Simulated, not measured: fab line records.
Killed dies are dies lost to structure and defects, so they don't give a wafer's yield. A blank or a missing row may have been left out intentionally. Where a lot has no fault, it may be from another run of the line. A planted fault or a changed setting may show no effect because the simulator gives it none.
Problem report, 8D (eight disciplines) form, completed by code :: flow n5_finfet :: the parts of the form that need people (team, actions taken, sign-off) are left out

## 1. PROBLEM STATEMENT
Wafers without a fault read 2000.2 nm, standard deviation 2.7; cd_nm at N5_ZERO_LAYER_CD_MEAS_11 reads a mean of 1984.4 nm on 2 wafers belonging to 2 lots. That puts it -5.8 standard deviations away from the usual mean.
The step: target cd 2000 nm.
The first sign was on wafer L652.4 at day 6 06:47, on cd_sem-03. At this step, 29 wafers from 10 lots have a number in the record. Rule for "out" (also "out of limits"): further than 4 standard deviations from the usual mean. The rest of the wafers with a number are treated as sound.

## 2. WHAT THIS IS AND IS NOT
question: which readings at this step
is: cd_nm
is not: -

question: which lots
is: L652, L656
is not: L635, L636, L638, L639, L642, L643, L645, L646

question: which wafers of those lots
is: L652.4, L656.1
is not: L652.2, L652.5, L656.2, L656.6

question: read on which gauges
is: cd_sem-03
is not: cd_sem-01, cd_sem-02

question: when
is: from day 6 06:47
is not: up to then (25 sound wafers); but 2 sound wafers of L656 came after

## 3. SUSPECTS, AND WHAT RULES EACH OUT
Counting: any tool at a process step up to the reading remains a suspect provided it ran every lot that is out. Sound lots after the first of them don't rule it out here, since some wafers of a struck lot are sound.
- the gauge at N5_ZERO_LAYER_CD_MEAS_11: kept. All the wafers that are out were read on cd_sem-03, and no step on other tools shows them out.
- litho_track-01 at N5_ZERO_LAYER_PEB_09: kept. Ran every lot that is out, first one L652 (day 6 06:40); last sound lot up to then L646 (day 4 18:31).
The count leaves cd_sem-03 at N5_ZERO_LAYER_CD_MEAS_11 and litho_track-01 at N5_ZERO_LAYER_PEB_09.

## 4. THE CAUSE (what the simulator had put in)
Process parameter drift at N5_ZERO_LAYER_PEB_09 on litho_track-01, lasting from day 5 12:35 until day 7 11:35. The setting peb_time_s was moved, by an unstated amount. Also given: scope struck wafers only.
Of the 2 suspects that counting leaves, this tool is one.

## 5. THE CHAIN OF EFFECTS, in route order
Each row: a reading where the mean over the struck wafers with a number is more than 3 standard deviations away from the usual. Scope: only readings with a usual standard deviation given in the record; hours: median across lots of the time from each lot's start at the first step in this table that gives one to its start at this step; sigmas: change in usual standard deviations.
hours: 0
step: N5_ZERO_LAYER_CD_MEAS_11
reading: cd_nm
usual: 2000.2 nm
on struck wafers: 1984.4
change: -15.8
sigmas: -5.8
At these later measuring or inspecting steps, every struck wafer for which the step has a row has a number for every such reading, and none has moved that far: N5_PMOS_HMC_CHANNEL_EPI_OVL_MEAS_10, N5_BEOL_M4_RC_MEAS_101.

## 6. WHAT WOULD HAVE CAUGHT IT SOONER
In this record the first reading out of limits at a measuring or inspecting step was taken at day 6 06:47, 18 hours after the fault began at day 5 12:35.
Lots out: 2; of these, L656 started N5_ZERO_LAYER_PEB_09 on litho_track-01 after day 6 06:47. It would have been spared by a hold on the tool at that moment.
